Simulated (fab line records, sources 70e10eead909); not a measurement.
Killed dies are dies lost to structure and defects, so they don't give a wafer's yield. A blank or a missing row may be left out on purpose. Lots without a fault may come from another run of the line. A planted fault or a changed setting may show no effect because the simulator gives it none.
fab line records | flow nand_harc
record lots=24 wafers=72 last_day=33
route steps=1302 shown P_CONTACT@219 P_M0@268 P_M1@298
lots that met no fault: from a run of the same line without faults
start_h: hours from the record's first day to the start of the lot's first wafer shown | wait_h: hours since the lot's step before | " the same as in the row above | L1.1+2: a row that stands for several wafers | - no value, or no start given | * or withheld: withheld | < > ~ a bound
route shown NAME@n: a module of which the file shows steps, and the number in the route of the first | usual: mean/standard deviation of fault-free wafers | same: alike in all rows | chamber/n: place in a boat | sites: the reading at each site | _std_site: their standard deviation | _edge_site: outer sites' mean less inner sites' | radius_mm: how far each site lies from the wafer's centre | mask NAME#n: copy n | behind: the tool/chamber that last shaped the wafer | hold: why the lot was held/for how many hours/how that ended | device: the transistor (n, p or np) that didn't switch | end of line: the same wafers' tests at the end of the route | a step without rows: its recipe alone | killed: dies lost to structure and defects at the first sort, not the wafer's yield | map: a wafer's dies, x killed, . not, _ none there
set.NAME: the setting as run; set.NAME@STEP: as run at that earlier step | model.NAME: the simulator's own value behind a step, which no gauge read
steps of the route over a sample of lots; a table a step, a row a wafer
services: from which hour (start_h, from the record's first day; less than 0 if before it) a tool's chamber was out of use, for how many hours, and why
## steps
# step NHARC_P_CONTACT_CMP_01
# recipe target_thk_nm=200 material=SiO2
# usual motor_current_A=12.5/1.3
# columns lot.wafer tool chamber start_h wait_h motor_current_A
L074.4 cmp-04 1 123.01 - 13.8
L074.5 " 1 " " 13.9
L074.6 " 2 " " 13.5
L075.3 cmp-01 3 129.63 - 12.9
L075.2 " 1 " " 10.0
L075.6 " 3 " " 13.5
L076.4 cmp-02 1 131.85 - 13.1
L076.1 " 3 " " 12.0
L076.5 " 1 " " 12.7
L077.4 cmp-01 1 143.18 - 9.9
L077.2 " 2 " " 13.6
L077.5 " 2 " " 13.7
L078.1 cmp-04 3 157.56 0.6 10.7
L078.4 " 1 " " 14.1
L078.5 " 3 " " 10.7
L079.1 cmp-04 2 162.98 - 14.0
L079.2 " 0 " " 12.1
L079.3 " 1 " " 13.2
L080.2 cmp-01 1 176.83 - 10.0
L080.6 " 1 " " 10.4
L080.5 " 2 " " 14.3
L081.1 cmp-04 2 185.58 - 13.8
L081.6 " 3 " " 11.6
L081.5 " 0 " " 11.7
L082.4 cmp-04 2 194.08 - 14.3
L082.1 " 3 " " 10.8
L082.6 " 1 " " 13.9
L083.2 cmp-01 3 208.36 - 12.3
L083.3 " 1 " " 9.9
L083.5 " 0 " " 12.7
L084.2 cmp-02 0 220.47 - 13.5
L084.3 " 1 " " 12.8
L084.6 " 0 " " 13.1
L085.1 cmp-04 1 226.08 - 13.8
L085.3 " 2 " " 13.3
L085.4 " 0 " " 12.2
L086.3 cmp-02 2 232.25 - 11.5
L086.1 " 3 " " 12.2
L086.4 " 0 " " 13.5
L087.4 cmp-02 0 241.94 - 12.8
L087.5 " 0 " " 13.4
L087.6 " 1 " " 13.2
L088.4 cmp-01 2 267.90 - 13.4
L088.2 " 0 " " 13.6
L088.5 " 2 " " 12.5
L090.2 cmp-02 1 275.47 - 12.8
L090.1 " 0 " " 13.1
L090.6 " 1 " " 13.1
L089.4 cmp-01 0 276.63 0.4 12.4
L089.2 " 1 " " 10.0
L089.6 " 0 " " 13.5
L091.1 cmp-04 0 287.54 - 11.8
L091.2 " 3 " " 10.8
L091.6 " 0 " " 12.9
L092.4 cmp-02 0 305.39 - 13.6
L092.3 " 2 " " 11.3
L092.5 " 0 " " 13.0
L094.2 cmp-02 2 312.34 - 11.1
L094.1 " 0 " " 12.9
L094.6 " 2 " " 11.5
L093.3 cmp-01 1 312.55 - 9.6
L093.4 " 0 " " 13.5
L093.5 " 2 " " 12.7
L095.2 cmp-02 2 323.75 - 12.1
L095.5 " 2 " " 11.5
L095.6 " 3 " " 12.6
L096.3 cmp-04 2 335.11 - 14.5
L096.1 " 3 " " 10.7
L096.6 " 1 " " 14.2
L097.3 cmp-04 0 343.75 - 12.0
L097.4 " 1 " " 13.6
L097.6 " 3 " " 11.2
# step NHARC_P_CONTACT_ALD_22
# recipe target_thk_a=30 pulse_time_s=1 ald_cycles=150 temp_c=450 material=TiN
# usual heater_power_w=1076/74 precursor_pulse_height_rel=1.001/0.019
# columns lot.wafer tool chamber start_h wait_h heater_power_w precursor_pulse_height_rel since_wet_clean_h
L074.4 ald_metal-02 2 125.97 - 1073 1.011 40
L074.6 " 1 " " 1097 1.004 -
L074.5 " 2 " " 1105 1.003 -
L075.3 ald_metal-03 1 132.60 - 1086 1.017 89
L075.2 " 2 " " 1160 1.002 89
L075.6 " 2 " " 1160 1.019 -
L076.4 ald_metal-02 1 134.72 - 1127 1.019 49
L076.1 " 2 " " 1086 0.972 49
L076.5 " 2 " " 1099 0.994 -
L077.2 ald_metal-02 0 146.19 - 1056 0.997 60
L077.4 " 3 " " 1005 1.010 60
L077.5 " 0 " " 1051 0.992 -
L078.4 ald_metal-02 3 160.40 - 1002 1.000 74
L078.1 " 1 " " 1119 1.032 74
L078.5 " 3 " " 1034 0.987 -
L079.1 ald_metal-04 2 166.25 - 1072 0.993 38
L079.3 " 3 " " 1113 0.983 38
L079.2 " 0 " " 1323 0.980 38
L080.2 ald_metal-02 1 179.81 - 1082 0.976 94
L080.6 " 2 " " 1090 0.996 -
L080.5 " 3 " " 988 1.003 -
L081.1 ald_metal-02 0 188.38 - 1026 1.022 102
L081.5 " 2 " " 1090 1.021 -
L081.6 " 3 " " 1004 1.029 -
L082.4 ald_metal-04 1 196.77 - 973 1.005 69
L082.1 " 3 " " 1153 1.006 69
L082.6 " 1 " " 963 0.972 -
L083.3 ald_metal-03 0 211.10 - 1032 0.987 167
L083.2 " 1 " " 1076 0.988 167
L083.5 " 3 " " 1076 1.016 -
L084.2 ald_metal-03 3 223.59 - 1029 1.006 2
L084.3 " 0 " " 1060 1.014 2
L084.6 " 2 " " 1156 1.000 -
L085.4 ald_metal-02 3 228.87 - 1010 0.992 143
L085.3 " 0 " " 1072 0.987 143
L085.1 " 1 " " 1112 1.019 143
L086.1 ald_metal-02 1 234.98 - 1109 1.012 149
L086.4 " 3 " " 1046 1.013 149
L086.3 " 0 " " 1025 0.980 149
L087.4 ald_metal-02 1 246.12 - 1111 1.010 160
L087.5 " 3 " " 1011 0.984 -
L087.6 " 0 " " 1045 1.001 -
L088.4 ald_metal-04 2 270.73 - 1109 1.020 143
L088.2 " 3 " " 1122 1.004 143
L088.5 " 2 " " 1083 0.992 -
L090.2 ald_metal-04 0 278.19 - 1329 0.995 150
L090.1 " 3 " " 1129 1.010 150
L090.6 " 0 " " 1297 0.985 -
L089.2 ald_metal-02 0 279.32 - 1069 0.997 15
L089.4 " 0 " " 1056 1.014 -
L089.6 " 1 " " 1109 1.035 -
L091.2 ald_metal-03 0 290.25 - 1094 1.020 68
L091.1 " 3 " " 997 1.042 68
L091.6 " 0 " " 1053 0.986 -
L092.4 ald_metal-04 3 308.15 - 1005 0.970 2
L092.3 " 0 " " 1260 0.957 2
L092.5 " 1 " " 959 1.019 -
L094.2 ald_metal-02 0 315.18 - 1056 1.016 51
L094.1 " 2 " " 1075 1.018 51
L094.6 " 0 " " 1071 0.987 -
L093.4 ald_metal-04 0 315.41 - 1224 1.024 9
L093.3 " 1 " " 960 1.014 9
L093.5 " 0 " " 1283 1.022 -
L095.2 ald_metal-02 1 326.74 - 1068 0.995 63
L095.5 " 1 " " 1088 1.002 -
L095.6 " 2 " " 1034 1.009 -
L096.3 ald_metal-04 3 337.81 - 1079 0.984 32
L096.1 " 1 " " 1004 1.026 32
L096.6 " 3 " " 1038 1.025 -
L097.4 ald_metal-02 3 346.45 - 966 0.992 82
L097.3 " 0 " " 1072 0.972 83
L097.6 " 0 " " 1073 0.997 -
# step NHARC_P_M0_ETCH_15
# recipe target_depth_a=1500 overetch_a=150 time_s=82.5 c4f8_flow_sccm=withheld ar_flow_sccm=400 rf_w=600 bias_w=300 chemistry=C4F8/Ar
# usual oes_product_au=0.958/0.019 rf_vpp_V=442.5/1.5
# columns lot.wafer tool chamber start_h wait_h oes_product_au rf_hours_counter_h rf_vpp_V
L074.4 rie_diel-13 2 - - 0.966 21 444.4
L074.6 " 2 " " 0.971 - 444.1
L074.5 " 3 " " 0.990 - 442.4
L075.2 rie_diel-13 1 - - 0.983 22 443.4
L075.3 " 0 " " 0.969 24 441.4
L075.6 " 1 " " 0.974 - 442.2
L076.4 rie_diel-13 0 - - 0.970 24 442.0
L076.1 " 2 " " 0.976 23 443.6
L076.5 " 0 " " 0.972 - 440.2
L077.2 rie_diel-05 1 - - 0.961 26 441.4
L077.4 " 2 " " 0.950 25 441.5
L077.5 " 1 " " 0.962 - 439.6
L078.4 rie_diel-13 3 - - 0.971 28 443.1
L078.1 " 0 " " 0.967 29 441.0
L078.5 " 3 " " 0.968 - 443.7
L079.3 rie_diel-05 2 - - 0.914 32 441.9
L079.1 " 3 " " 0.917 31 444.6
L079.2 " 0 " " 0.919 30 445.2
L080.2 rie_diel-13 0 - - 0.986 1 440.9
L080.5 " 2 " " 0.969 - 443.4
L080.6 " 3 " " 0.972 - 442.3
L081.1 rie_diel-13 1 - - 0.959 2 442.6
L081.5 " 3 " " 0.965 - 443.9
L081.6 " 0 " " 0.950 - 442.3
L082.1 rie_diel-13 1 - - 0.919 3 441.9
L082.4 " 0 " " 0.931 3 442.4
L082.6 " 1 " " 0.923 - 441.9
L083.2 rie_diel-13 2 - - 0.982 6 443.8
L083.3 " 3 " " 0.987 7 444.5
L083.5 " 0 " " 0.967 - 442.7
L084.3 rie_diel-05 2 - - 0.926 50 442.5
L084.2 " 0 " " 0.928 46 447.3
L084.6 " 3 " " 0.935 - 443.6
L085.4 rie_diel-05 0 - - 0.941 47 445.4
L085.3 " 2 " " 0.937 51 440.4
L085.1 " 3 " " 0.942 50 441.6
L086.3 rie_diel-13 3 - - 0.952 14 442.9
L086.4 " 0 " " 0.953 15 440.6
L086.1 " 1 " " 0.929 14 441.7
L087.4 rie_diel-13 2 - - 0.938 16 443.5
L087.5 " 1 " " 0.954 - 441.0
L087.6 " 2 " " 0.926 - 443.1
L088.4 rie_diel-02 0 - - 0.953 15 445.0
L088.2 " 2 " " 0.948 16 441.6
L088.5 " 1 " " 0.969 - 445.4
L090.2 rie_diel-13 0 - - 0.973 19 441.0
L090.1 " 2 " " 0.953 20 444.3
L090.6 " 3 " " 0.980 - 441.4
L089.4 rie_diel-13 1 - - 0.966 20 442.6
L089.2 " 2 " " 0.962 20 442.6
L089.6 " 2 " " 0.948 - 441.6
L091.2 rie_diel-13 2 - - 0.933 22 445.2
L091.1 " 0 " " 0.963 21 440.5
L091.6 " 2 " " 0.943 - 442.9
L092.4 rie_diel-13 0 - - 0.966 24 440.5
L092.3 " 1 " " 0.966 24 442.2
L092.5 " 2 " " 0.979 - 444.6
L094.2 rie_diel-05 0 - - 0.969 25 444.5
L094.1 " 1 " " 0.959 30 441.3
L094.6 " 0 " " 0.965 - 444.3
L093.3 rie_diel-13 1 - - 0.972 25 442.9
L093.4 " 2 " " 0.982 24 443.9
L093.5 " 0 " " 0.971 - 440.6
L095.2 rie_diel-13 0 - - 0.980 26 440.7
L095.5 " 2 " " 0.961 - 443.7
L095.6 " 3 " " 0.956 - 442.0
L096.1 rie_diel-13 3 - - 0.963 27 442.4
L096.3 " 0 " " 0.963 28 439.2
L096.6 " 1 " " 0.968 - 441.3
L097.4 rie_diel-02 3 - - 0.934 42 439.6
L097.3 " 0 " " 0.929 41 444.5
L097.6 " 1 " " 0.918 - 445.1
# step NHARC_P_M1_DESCUM_14
# recipe time_s=3 o2_flow_sccm=200 ar_flow_sccm=0 bias_power_w=0 chemistry=O2
# usual drypump_motor_current_A=5.9/0.5 o2_flow_sccm=199.9/0.62 oes_product_au=0.998/0.0074 rf_vpp_V=57.9/0.93 showerhead_plenum_p_Torr=1.93/0.08 throttle_valve_pct=11.310/0.0093
# columns lot.wafer tool chamber start_h wait_h drypump_motor_current_A o2_flow_sccm oes_product_au rf_hours_counter_h rf_vpp_V showerhead_plenum_p_Torr throttle_valve_pct
L074.4 rie_diel-01 3 132.34 0.1 5.8 200.6 0.997 7 59.0 1.87 11.298
L074.5 " 2 " " 6.3 200.6 1.001 - 56.9 1.98 11.292
L074.6 " 3 " " 5.8 200.0 1.000 - 57.7 1.87 11.317
L075.2 rie_diel-01 3 138.88 0.1 5.8 200.2 0.980 7 57.6 1.87 11.307
L075.3 " 0 " " 6.3 200.8 1.006 8 58.3 1.90 11.324
L075.6 " 3 " " 5.8 200.1 0.992 - 55.7 1.87 11.305
L076.4 rie_diel-12 0 140.99 0.1 6.1 200.2 0.995 4 57.2 1.96 11.310
L076.1 " 1 " " 6.0 200.3 1.000 3 58.4 1.82 11.317
L076.5 " 1 " " 6.0 200.6 0.996 - 57.3 1.82 11.311
L077.4 rie_diel-12 2 152.70 0.1 6.4 200.3 0.984 5 57.8 2.05 11.310
L077.2 " 3 " " 4.6 199.9 1.007 5 59.1 2.06 11.302
L077.5 " 3 " " 4.6 199.2 1.011 - 58.6 2.06 11.318
L078.1 rie_diel-12 1 166.69 0.1 6.0 199.0 0.994 6 57.6 1.82 11.308
L078.4 " 2 " " 6.4 200.4 0.992 6 57.1 2.05 11.296
L078.5 " 1 " " 6.0 198.4 1.002 - 58.1 1.82 11.325
L079.3 rie_diel-01 2 173.19 0.1 6.3 200.0 1.005 10 57.8 1.98 11.317
L079.2 " 3 " " 5.8 199.6 0.993 10 57.7 1.87 11.330
L079.1 " 0 " " 6.3 200.5 1.003 11 56.8 1.90 11.306
L080.2 rie_diel-12 3 186.06 0.1 4.6 199.8 0.998 7 58.7 2.06 11.315
L080.6 " 2 " " 6.4 200.8 0.992 - 59.0 2.05 11.324
L080.5 " 3 " " 4.6 200.7 1.004 - 59.3 2.06 11.297
L081.1 rie_diel-12 3 195.15 0.1 4.6 201.8 1.003 8 58.0 2.06 11.333
L081.6 " 0 " " 6.1 198.6 0.999 - 58.1 1.96 11.323
L081.5 " 1 " " 6.0 200.1 1.003 - 57.9 1.82 11.303
L082.1 rie_diel-01 1 203.07 0.1 5.7 200.9 0.988 13 57.8 1.88 11.312
L082.4 " 0 " " 6.3 199.9 1.000 14 56.5 1.90 11.303
L082.6 " 1 " " 5.7 200.1 1.010 - 59.5 1.88 11.325
L083.2 rie_diel-12 0 217.45 0.1 6.1 200.7 0.996 8 58.2 1.96 11.315
L083.3 " 3 " " 4.6 200.3 1.008 9 58.9 2.06 11.309
L083.5 " 0 " " 6.1 199.8 1.006 - 57.4 1.96 11.327
L084.3 rie_diel-12 1 230.32 0.1 6.0 200.2 0.990 8 56.8 1.82 11.305
L084.2 " 3 " " 4.6 198.5 1.002 9 58.3 2.06 11.296
L084.6 " 0 " " 6.1 200.1 0.983 - 57.6 1.96 11.303
L085.4 rie_diel-01 0 235.50 0.1 6.3 199.4 1.010 2 57.6 1.90 11.298
L085.3 " 1 " " 5.7 200.4 1.006 2 56.5 1.88 11.314
L085.1 " 2 " " 6.2 199.6 1.008 2 58.7 1.97 11.318
L086.3 rie_diel-01 3 241.73 0.1 5.8 200.0 0.994 3 55.4 1.86 11.302
L086.1 " 0 " " 6.3 199.8 0.992 3 58.4 1.90 11.306
L086.4 " 2 " " 6.3 199.9 0.998 3 59.1 1.97 11.312
L087.4 rie_diel-01 2 252.38 0.1 6.3 199.9 1.000 3 58.3 1.97 11.308
L087.5 " 0 " " 6.3 200.7 1.008 - 57.4 1.90 11.310
L087.6 " 1 " " 5.7 201.0 0.996 - 57.5 1.88 11.317
L088.4 rie_diel-01 0 277.34 0.1 6.3 200.4 0.994 6 57.2 1.90 11.298
L088.2 " 1 " " 5.7 199.9 0.985 6 57.1 1.88 11.315
L088.5 " 3 " " 5.8 199.9 0.997 - 57.4 1.86 11.309
L090.1 rie_diel-12 1 284.47 0.1 6.0 200.0 0.995 0 57.0 1.82 11.312
L090.2 " 3 " " 4.6 200.0 0.995 0 58.3 2.06 11.311
L090.6 " 1 " " 6.0 200.2 0.992 - 56.8 1.82 11.306
L089.2 rie_diel-08 3 286.03 0.1 5.9 199.0 0.997 33 57.9 1.93 11.323
L089.4 " 1 " " 5.7 199.2 0.993 - 55.9 1.77 11.308
L089.6 " 0 " " 5.3 199.9 0.990 - 57.7 1.92 11.305
L091.1 rie_diel-12 1 296.91 0.1 6.0 200.2 1.008 0 57.0 1.82 11.294
L091.2 " 2 " " 6.4 199.8 1.005 0 59.7 2.04 11.320
L091.6 " 2 " " 6.4 199.7 0.995 - 59.5 2.04 11.310
L092.3 rie_diel-12 1 314.54 0.1 6.0 199.5 1.002 2 57.5 1.82 11.307
L092.4 " 0 " " 6.1 200.3 1.000 - 57.7 1.96 11.295
L092.5 " 1 " " 6.0 200.4 0.997 - 59.3 1.82 11.300
L094.1 rie_diel-12 0 321.75 0.1 6.1 199.3 1.002 2 58.6 1.96 11.320
L094.2 " 1 " " 6.0 199.7 1.010 2 56.8 1.82 11.302
L094.6 " 1 " " 6.0 199.3 1.004 - 56.3 1.82 11.304
L093.3 rie_diel-01 2 322.02 0.1 6.3 199.6 1.015 9 57.4 1.97 11.307
L093.4 " 3 " " 5.8 199.5 0.995 - 57.6 1.86 11.306
L093.5 " 0 " " 6.3 199.7 0.998 - 57.5 1.90 11.305
L095.2 rie_diel-01 2 332.98 0.1 6.2 199.7 0.997 10 58.1 1.97 11.317
L095.6 " 2 " " 6.2 200.8 1.013 - 58.7 1.97 11.312
L095.5 " 3 " " 5.8 199.9 0.995 - 57.3 1.86 11.293
L096.1 rie_diel-01 3 344.07 0.1 5.8 200.8 0.996 12 56.7 1.86 11.304
L096.3 " 1 " " 5.7 200.0 0.992 10 56.8 1.88 11.311
L096.6 " 3 " " 5.8 200.1 0.993 - 56.9 1.86 11.316
L097.3 rie_diel-01 1 353.03 0.1 5.7 199.2 0.998 11 57.8 1.88 11.313
L097.4 " 3 " " 5.8 199.6 0.998 12 57.4 1.86 11.298
L097.6 " 2 " " 6.3 199.3 0.998 - 57.3 1.97 11.316
# step NHARC_P_M1_PVD_20
# recipe target_thk_a=50 bias_v=168.6 power_w=15000 chamber_pressure_pa=0.12 time_s=8.06 substrate_temp_c=50 material=TaN
# usual throttle_valve_pct=30.1/0.97
# columns lot.wafer tool chamber start_h wait_h throttle_valve_pct
L074.4 pvd_sputter-03 - - - 31.9
L074.6 " - " " 29.0
L074.5 " - " " 30.3
L075.3 pvd_sputter-03 - - - 31.8
L075.2 " - " " 29.4
L075.6 " - " " 29.9
L076.4 pvd_sputter-01 - - - 29.7
L076.1 " - " " 30.6
L076.5 " - " " 29.4
L077.2 pvd_sputter-01 - - - 28.6
L077.4 " - " " 31.5
L077.5 " - " " 29.4
L078.4 pvd_sputter-02 - - - 31.1
L078.1 " - " " 30.9
L078.5 " - " " 30.9
L079.2 pvd_sputter-02 - - - 31.0
L079.3 " - " " 29.8
L079.1 " - " " 29.2
L080.2 pvd_sputter-03 - - - 29.5
L080.6 " - " " 29.5
L080.5 " - " " 29.9
L081.1 pvd_sputter-01 - - - 29.9
L081.6 " - " " 28.5
L081.5 " - " " 31.3
L082.1 pvd_sputter-01 - - - 28.8
L082.4 " - " " 30.7
L082.6 " - " " 30.0
L083.2 pvd_sputter-03 - - - 31.8
L083.3 " - " " 30.0
L083.5 " - " " 29.7
L084.2 pvd_sputter-02 - - - 29.7
L084.3 " - " " 29.1
L084.6 " - " " 29.1
L085.4 pvd_sputter-01 - - - 28.7
L085.3 " - " " 31.3
L085.1 " - " " 31.1
L086.4 pvd_sputter-01 - - - 29.4
L086.3 " - " " 28.8
L086.1 " - " " 31.3
L087.4 pvd_sputter-03 - - - 29.5
L087.5 " - " " 30.0
L087.6 " - " " 30.1
L088.4 pvd_sputter-02 - - - 29.1
L088.2 " - " " 30.5
L088.5 " - " " 30.8
L090.2 pvd_sputter-02 - - - 29.0
L090.1 " - " " 30.7
L090.6 " - " " 29.8
L089.2 pvd_sputter-03 - - - 30.2
L089.4 " - " " 31.7
L089.6 " - " " 30.1
L091.2 pvd_sputter-02 - - - 29.3
L091.1 " - " " 30.1
L091.6 " - " " 29.7
L092.4 pvd_sputter-01 - - - 31.7
L092.3 " - " " 30.0
L092.5 " - " " 32.0
L094.2 pvd_sputter-02 - - - 30.5
L094.1 " - " " 29.0
L094.6 " - " " 30.0
L093.4 pvd_sputter-03 - - - 29.3
L093.3 " - " " 29.8
L093.5 " - " " 30.0
L095.2 pvd_sputter-02 - - - 29.0
L095.6 " - " " 29.9
L095.5 " - " " 28.8
L096.1 pvd_sputter-01 - - - 31.4
L096.3 " - " " 27.7
L096.6 " - " " 31.2
L097.3 pvd_sputter-01 - - - 31.2
L097.4 " - " " 27.6
L097.6 " - " " 31.3
# step NHARC_P_M1_ANNEAL_31
# recipe temp_c=225 time_s=90
# usual wafer_temp_C_max=226.3/0.33
# columns lot.wafer tool chamber start_h wait_h wafer_temp_C_max
L074.4 rtp_anneal-02 0 134.23 - 226.4
L074.5 " 0 " " 226.5
L074.6 " 0 " " 226.3
L075.2 rtp_anneal-02 0 140.69 0.4 226.3
L075.3 " 0 " " 226.3
L075.6 " 0 " " 226.3
L076.1 rtp_anneal-01 0 142.74 0.3 226.3
L076.4 " 0 " " 226.0
L076.5 " 0 " " 226.1
L077.2 rtp_anneal-01 0 154.50 - 226.1
L077.4 " 0 " " 226.6
L077.5 " 0 " " 226.1
L078.1 rtp_anneal-02 0 168.52 0.3 226.7
L078.4 " 0 " " 226.3
L078.5 " 0 " " 226.4
L079.1 rtp_anneal-02 0 175.16 0.3 226.1
L079.2 " 0 " " 226.2
L079.3 " 0 " " 226.0
L080.2 rtp_anneal-01 0 187.92 - 225.8
L080.5 " 0 " " 226.0
L080.6 " 0 " " 226.3
L081.1 rtp_anneal-02 0 197.47 0.6 226.8
L081.5 " 0 " " 226.7
L081.6 " 0 " " 226.3
L082.1 rtp_anneal-02 0 204.83 - 226.0
L082.4 " 0 " " 226.0
L082.6 " 0 " " 226.3
L083.2 rtp_anneal-01 0 219.26 0.3 226.0
L083.3 " 0 " " 226.2
L083.5 " 0 " " 226.1
L084.2 rtp_anneal-01 0 232.12 0.4 226.1
L084.3 " 0 " " 226.3
L084.6 " 0 " " 226.3
L085.1 rtp_anneal-01 0 237.26 0.3 226.1
L085.3 " 0 " " 226.0
L085.4 " 0 " " 225.9
L086.1 rtp_anneal-01 0 243.49 - 226.3
L086.3 " 0 " " 226.6
L086.4 " 0 " " 226.4
L087.4 rtp_anneal-01 0 254.29 0.4 226.0
L087.5 " 0 " " 225.9
L087.6 " 0 " " 225.9
L088.2 rtp_anneal-02 0 279.15 0.3 225.9
L088.4 " 0 " " 226.2
L088.5 " 0 " " 226.1
L090.1 rtp_anneal-02 0 286.28 - 226.5
L090.2 " 0 " " 226.1
L090.6 " 0 " " 226.3
L089.2 rtp_anneal-02 0 287.88 - 226.1
L089.4 " 0 " " 227.0
L089.6 " 0 " " 226.1
L091.1 rtp_anneal-02 0 298.78 0.3 226.4
L091.2 " 0 " " 226.1
L091.6 " 0 " " 226.8
L092.3 rtp_anneal-01 0 316.44 0.3 226.1
L092.4 " 0 " " 225.9
L092.5 " 0 " " 226.3
L094.1 rtp_anneal-01 0 323.52 - 226.4
L094.2 " 0 " " 226.0
L094.6 " 0 " " 226.2
L093.3 rtp_anneal-02 0 323.99 0.3 226.9
L093.4 " 0 " " 226.4
L093.5 " 0 " " 226.7
L095.2 rtp_anneal-01 0 334.79 0.4 226.2
L095.5 " 0 " " 226.1
L095.6 " 0 " " 225.9
L096.1 rtp_anneal-01 0 345.84 - 226.3
L096.3 " 0 " " 226.4
L096.6 " 0 " " 226.1
L097.3 rtp_anneal-01 0 354.94 0.3 226.2
L097.4 " 0 " " 226.2
L097.6 " 0 " " 226.2
## services
# columns tool chamber start_h hours kind
cmp-04 - 108.55 2.2 repair
cmp-04 - 111.00 4.0 pm
rie_diel-13 1 115.20 4.2 repair
rie_diel-01 - 130.92 1.2 repair
ald_metal-02 - 135.80 1.0 repair
rie_diel-01 1 160.13 15.5 repair
rie_diel-13 - 165.09 9.0 pm
rie_diel-01 1 180.69 8.6 repair
cmp-04 - 183.35 1.2 repair
rie_diel-01 2 193.12 6.9 repair
cmp-04 - 194.54 0.3 repair
rie_diel-01 - 203.80 9.0 pm
cmp-04 - 209.00 4.0 pm
rie_diel-12 3 214.58 1.2 repair
pvd_sputter-01 - 250.30 10.0 pm
ald_metal-02 - 254.00 10.0 pm
ald_metal-02 3 266.24 27.7 repair
rie_diel-12 - 268.40 9.0 pm
rie_diel-01 3 282.50 2.4 repair
cmp-04 - 307.00 4.0 pm
rie_diel-12 2 309.11 12.7 repair
rie_diel-01 1 318.02 9.3 repair
rie_diel-13 - 325.27 0.3 repair
rie_diel-13 - 342.16 9.0 pm
## key
fault none
